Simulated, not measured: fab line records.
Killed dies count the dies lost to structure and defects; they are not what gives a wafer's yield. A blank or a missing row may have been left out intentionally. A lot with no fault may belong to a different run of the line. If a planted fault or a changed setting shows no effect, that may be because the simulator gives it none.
Which tool did it? / flow nandHarc / 12 lots with 36 wafers sampled at 6 steps, on a route of 1302 steps

== WHAT THE GAUGES SHOWED, per wafer ==
NHARC_P_GATE_CD_MEAS_91 targets a cd of 2000 nm. Usual: 2000.2 nm for cdNm, sd 1.9.
lot=L388; measured=day 6 11:07; on=cdSem-01; cdNm (nm)=2000.4 1999.4 1998.4; flag=
lot=L389; measured=day 6 21:07; on=cdSem-03; cdNm (nm)=1999.4 2001.8 1998.8; flag=
lot=L390; measured=day 6 23:45; on=cdSem-01; cdNm (nm)=1996.8 1999.8 2001.4; flag=
lot=L391; measured=day 7 05:34; on=cdSem-01; cdNm (nm)=1999.2 2000.7 2001.3; flag=
lot=L396; measured=day 9 12:52; on=cdSem-02; cdNm (nm)=2004.1 2000.8 2002.3; flag=
lot=L397; measured=day 9 17:11; on=cdSem-01; cdNm (nm)=2000.4 2002.1 1999.3; flag=
lot=L404; measured=day 12 23:01; on=cdSem-01; cdNm (nm)=2000.3 2000.8 1998.1; flag=
lot=L405; measured=day 13 08:19; on=cdSem-01; cdNm (nm)=1998.7 1997.9 2001.8; flag=
lot=L406; measured=day 14 02:02; on=cdSem-02; cdNm (nm)=1999.8 1998.7 2002.0; flag=
lot=L408; measured=day 14 22:01; on=cdSem-01; cdNm (nm)=2002.6 1998.5 1997.9; flag=
lot=L409; measured=day 15 03:06; on=cdSem-03; cdNm (nm)=1997.3 1998.8 1997.0; flag=
lot=L410; measured=day 15 16:28; on=cdSem-01; cdNm (nm)=2000.8 2002.3 1999.1; flag=

NHARC_P_GATE_INSPECT_68. Usual: 200 for rawDefectCount, sd 76.
lot=L388; measured=day 6 14:24; on=defectInspect-02; rawDefectCount=261 289 198; flag=
lot=L389; measured=day 7 00:10; on=defectInspect-02; rawDefectCount=176 266 117; flag=
lot=L390; measured=day 7 02:50; on=defectInspect-02; rawDefectCount=185 194 145; flag=
lot=L391; measured=day 7 08:39; on=defectInspect-02; rawDefectCount=100 120 101; flag=
lot=L396; measured=day 9 15:55; on=defectInspect-02; rawDefectCount=632 268 163; flag=
lot=L397; measured=day 9 20:14; on=defectInspect-02; rawDefectCount=667 277 299; flag=
lot=L404; measured=day 13 02:05; on=defectInspect-01; rawDefectCount=262 150 212; flag=
lot=L405; measured=day 13 11:28; on=defectInspect-02; rawDefectCount=394 256 276; flag=
lot=L406; measured=day 14 05:07; on=defectInspect-02; rawDefectCount=239 307 180; flag=
lot=L408; measured=day 15 01:05; on=defectInspect-02; rawDefectCount=207 251 271; flag=
lot=L409; measured=day 15 06:10; on=defectInspect-01; rawDefectCount=148 137 159; flag=
lot=L410; measured=day 15 19:31; on=defectInspect-02; rawDefectCount=163 97 232; flag=

NHARC_END_SORT_01. Usual: killedAtArray 54, standard deviation 17; killedAtOther 1.0, standard deviation 1.4; killedAtPeriphery 3.6, standard deviation 2.1; killedDies 58, standard deviation 17; killedOpen 3.2, standard deviation 2; killedShort 2.5, standard deviation 1.5.
lot=L396; measured=day 27 15:53; on=prober-02; killedAtArray=61 55 26; killedAtOther=1 1 2; killedAtPeriphery=43 5 3; killedDies=105 61 31; killedOpen=4 0 2; killedShort=3 0 2; flag=OFF
lot=L397; measured=day 28 08:09; on=prober-01; killedAtArray=36 58 52; killedAtOther=4 7 3; killedAtPeriphery=45 2 4; killedDies=85 67 59; killedOpen=3 2 3; killedShort=2 3 1; flag=OFF

== EACH LOT AND THE TOOL THAT RAN IT (in order: tool; ch and the chambers of the sampled wafers; start) ==
lot=L388; NHARC_P_GATE_DESCUM_48=rieDiel-05 ch 0,2,3, day 6 07:50; NHARC_P_GATE_STRIP_76=plasmaAsher-01 ch 0,1, day 6 10:13; NHARC_P_GATE_SPUTTER_79=pvdSputter-03, day 6 13:37
lot=L389; NHARC_P_GATE_DESCUM_48=rieDiel-05 ch 0,1,2, day 6 17:50; NHARC_P_GATE_STRIP_76=plasmaAsher-01 ch 0,1, day 6 20:11; NHARC_P_GATE_SPUTTER_79=pvdSputter-02, day 6 23:23
lot=L390; NHARC_P_GATE_DESCUM_48=rieDiel-08 ch 0,2,3, day 6 20:25; NHARC_P_GATE_STRIP_76=plasmaAsher-02 ch 0,1, day 6 22:49; NHARC_P_GATE_SPUTTER_79=pvdSputter-01, day 7 02:04
lot=L391; NHARC_P_GATE_DESCUM_48=rieDiel-05 ch 0,1,3, day 7 02:07; NHARC_P_GATE_STRIP_76=plasmaAsher-01 ch 0,1, day 7 04:40; NHARC_P_GATE_SPUTTER_79=pvdSputter-03, day 7 07:52
lot=L396; NHARC_P_GATE_DESCUM_48=rieDiel-05 ch 0,3, day 9 09:40; NHARC_P_GATE_STRIP_76=plasmaAsher-01 ch 0,1, day 9 11:57; NHARC_P_GATE_SPUTTER_79=pvdSputter-02, day 9 15:10
lot=L397; NHARC_P_GATE_DESCUM_48=rieDiel-07 ch 1,2,3, day 9 14:06; NHARC_P_GATE_STRIP_76=plasmaAsher-01 ch 0,1, day 9 16:25; NHARC_P_GATE_SPUTTER_79=pvdSputter-02, day 9 19:29
lot=L404; NHARC_P_GATE_DESCUM_48=rieDiel-08 ch 1,2,3, day 12 19:58; NHARC_P_GATE_STRIP_76=plasmaAsher-01 ch 0,1, day 12 22:14; NHARC_P_GATE_SPUTTER_79=pvdSputter-02, day 13 01:19
lot=L405; NHARC_P_GATE_DESCUM_48=rieDiel-08 ch 0,2,3, day 13 04:03; NHARC_P_GATE_STRIP_76=plasmaAsher-01 ch 0,1, day 13 06:26; NHARC_P_GATE_SPUTTER_79=pvdSputter-02, day 13 10:41
lot=L406; NHARC_P_GATE_DESCUM_48=rieDiel-08 ch 2,3, day 13 22:44; NHARC_P_GATE_STRIP_76=plasmaAsher-02 ch 0,1, day 14 01:08; NHARC_P_GATE_SPUTTER_79=pvdSputter-03, day 14 04:20
lot=L408; NHARC_P_GATE_DESCUM_48=rieDiel-05 ch 0,2,3, day 14 18:55; NHARC_P_GATE_STRIP_76=plasmaAsher-01 ch 0,1, day 14 21:14; NHARC_P_GATE_SPUTTER_79=pvdSputter-03, day 15 00:19
lot=L409; NHARC_P_GATE_DESCUM_48=rieDiel-07 ch 1,2,3, day 14 23:47; NHARC_P_GATE_STRIP_76=plasmaAsher-02 ch 0,1, day 15 02:11; NHARC_P_GATE_SPUTTER_79=pvdSputter-01, day 15 05:24
lot=L410; NHARC_P_GATE_DESCUM_48=rieDiel-07 ch 1,3, day 15 13:10; NHARC_P_GATE_STRIP_76=plasmaAsher-02 ch 0,1, day 15 15:32; NHARC_P_GATE_SPUTTER_79=pvdSputter-01, day 15 18:44
- NHARC_P_GATE_DESCUM_48: chemistry O2, time 3 s.
- NHARC_P_GATE_STRIP_76: strips in O2.
- NHARC_P_GATE_SPUTTER_79: material TiN, target thk 10 nm.

== AS READ BY THE TOOLS THEMSELVES (means over the sampled wafers that have a number; for cases with no such wafer, the mark the record gives instead) ==
NHARC_P_GATE_DESCUM_48. Usual: drypumpMotorCurrentA 5.4 A, standard deviation 0.42; oesProductAu 1.000 a.u., standard deviation 0.011; rfVppV 57.7 V, standard deviation 0.92; showerheadPlenumPTorr 1.91 Torr, standard deviation 0.097; throttleValvePct 11.310 %, standard deviation 0.0085.
lot=L388; tool=rieDiel-05; drypumpMotorCurrentA (A)=5.6; oesProductAu (a.u.)=0.996; rfVppV (V)=57.6; showerheadPlenumPTorr (Torr)=1.94; throttleValvePct (%)=11.307; flag=
lot=L389; tool=rieDiel-05; drypumpMotorCurrentA (A)=5.7; oesProductAu (a.u.)=0.987; rfVppV (V)=56.4; showerheadPlenumPTorr (Torr)=1.86; throttleValvePct (%)=11.310; flag=
lot=L390; tool=rieDiel-08; drypumpMotorCurrentA (A)=5.3; oesProductAu (a.u.)=1.004; rfVppV (V)=57.2; showerheadPlenumPTorr (Torr)=1.91; throttleValvePct (%)=11.311; flag=
lot=L391; tool=rieDiel-05; drypumpMotorCurrentA (A)=5.3; oesProductAu (a.u.)=0.986; rfVppV (V)=58.1; showerheadPlenumPTorr (Torr)=1.89; throttleValvePct (%)=11.315; flag=
lot=L396; tool=rieDiel-05; drypumpMotorCurrentA (A)=5.2; oesProductAu (a.u.)=1.002; rfVppV (V)=58.5; showerheadPlenumPTorr (Torr)=1.97; throttleValvePct (%)=11.310; flag=
lot=L397; tool=rieDiel-07; drypumpMotorCurrentA (A)=5.4; oesProductAu (a.u.)=1.001; rfVppV (V)=57.6; showerheadPlenumPTorr (Torr)=1.97; throttleValvePct (%)=11.309; flag=
lot=L404; tool=rieDiel-08; drypumpMotorCurrentA (A)=5.0; oesProductAu (a.u.)=1.006; rfVppV (V)=57.3; showerheadPlenumPTorr (Torr)=1.91; throttleValvePct (%)=11.315; flag=
lot=L405; tool=rieDiel-08; drypumpMotorCurrentA (A)=5.3; oesProductAu (a.u.)=1.023; rfVppV (V)=58.4; showerheadPlenumPTorr (Torr)=1.91; throttleValvePct (%)=11.313; flag=
lot=L406; tool=rieDiel-08; drypumpMotorCurrentA (A)=5.0; oesProductAu (a.u.)=1.003; rfVppV (V)=57.8; showerheadPlenumPTorr (Torr)=1.97; throttleValvePct (%)=11.316; flag=
lot=L408; tool=rieDiel-05; drypumpMotorCurrentA (A)=5.6; oesProductAu (a.u.)=0.999; rfVppV (V)=57.4; showerheadPlenumPTorr (Torr)=1.94; throttleValvePct (%)=11.306; flag=
lot=L409; tool=rieDiel-07; drypumpMotorCurrentA (A)=5.4; oesProductAu (a.u.)=1.004; rfVppV (V)=57.8; showerheadPlenumPTorr (Torr)=1.96; throttleValvePct (%)=11.304; flag=
lot=L410; tool=rieDiel-07; drypumpMotorCurrentA (A)=5.2; oesProductAu (a.u.)=1.007; rfVppV (V)=57.7; showerheadPlenumPTorr (Torr)=1.90; throttleValvePct (%)=11.309; flag=

NHARC_P_GATE_STRIP_76. Usual: drypumpMotorCurrentA 5.8 A, standard deviation 0.6; heaterPowerW 319 W, standard deviation 31.
lot=L388; tool=plasmaAsher-01; drypumpMotorCurrentA (A)=6.2; heaterPowerW (W)=339; flag=
lot=L389; tool=plasmaAsher-01; drypumpMotorCurrentA (A)=6.2; heaterPowerW (W)=334; flag=
lot=L390; tool=plasmaAsher-02; drypumpMotorCurrentA (A)=5.3; heaterPowerW (W)=278; flag=
lot=L391; tool=plasmaAsher-01; drypumpMotorCurrentA (A)=6.2; heaterPowerW (W)=336; flag=
lot=L396; tool=plasmaAsher-01; drypumpMotorCurrentA (A)=6.2; heaterPowerW (W)=344; flag=
lot=L397; tool=plasmaAsher-01; drypumpMotorCurrentA (A)=6.2; heaterPowerW (W)=347; flag=
lot=L404; tool=plasmaAsher-01; drypumpMotorCurrentA (A)=6.2; heaterPowerW (W)=345; flag=
lot=L405; tool=plasmaAsher-01; drypumpMotorCurrentA (A)=6.2; heaterPowerW (W)=347; flag=
lot=L406; tool=plasmaAsher-02; drypumpMotorCurrentA (A)=5.3; heaterPowerW (W)=290; flag=
lot=L408; tool=plasmaAsher-01; drypumpMotorCurrentA (A)=6.2; heaterPowerW (W)=346; flag=
lot=L409; tool=plasmaAsher-02; drypumpMotorCurrentA (A)=5.0; heaterPowerW (W)=283; flag=
lot=L410; tool=plasmaAsher-02; drypumpMotorCurrentA (A)=5.3; heaterPowerW (W)=285; flag=

== THE ANSWER, worked out from the rows above alone ==
Rule: a lot counts as off when the mean over its wafers that have a number is more than 3 standard deviations away from the usual mean. A lot without any number at a reading at which 4 lots or more have one is off too. All remaining lots with rows at the step are treated as sound. Order of review: gauges by route order, followed by the tools' own readings, for which a lot's mean as printed above is used. The first step at which some lot is off is used, and at that step the reading that is off furthest; a lot without a number counts as furthest.
Off, at NHARC_END_SORT_01 on killedAtPeriphery: L396, L397. Neither off nor sound, because the step has no rows for them: L388, L389, L390, L391, L404, L405, L406, L408, L409, L410.
A tool fits if, at a process step before that reading, it ran every lot that is off, and no sound lot after the first of them. The gauges at NHARC_END_SORT_01 are tried like those tools. This does not decide it: 2 tools fit, namely plasmaAsher-01 at NHARC_P_GATE_STRIP_76 and pvdSputter-02 at NHARC_P_GATE_SPUTTER_79.

== WHAT WAS PUT IN BY THE SIMULATOR ==
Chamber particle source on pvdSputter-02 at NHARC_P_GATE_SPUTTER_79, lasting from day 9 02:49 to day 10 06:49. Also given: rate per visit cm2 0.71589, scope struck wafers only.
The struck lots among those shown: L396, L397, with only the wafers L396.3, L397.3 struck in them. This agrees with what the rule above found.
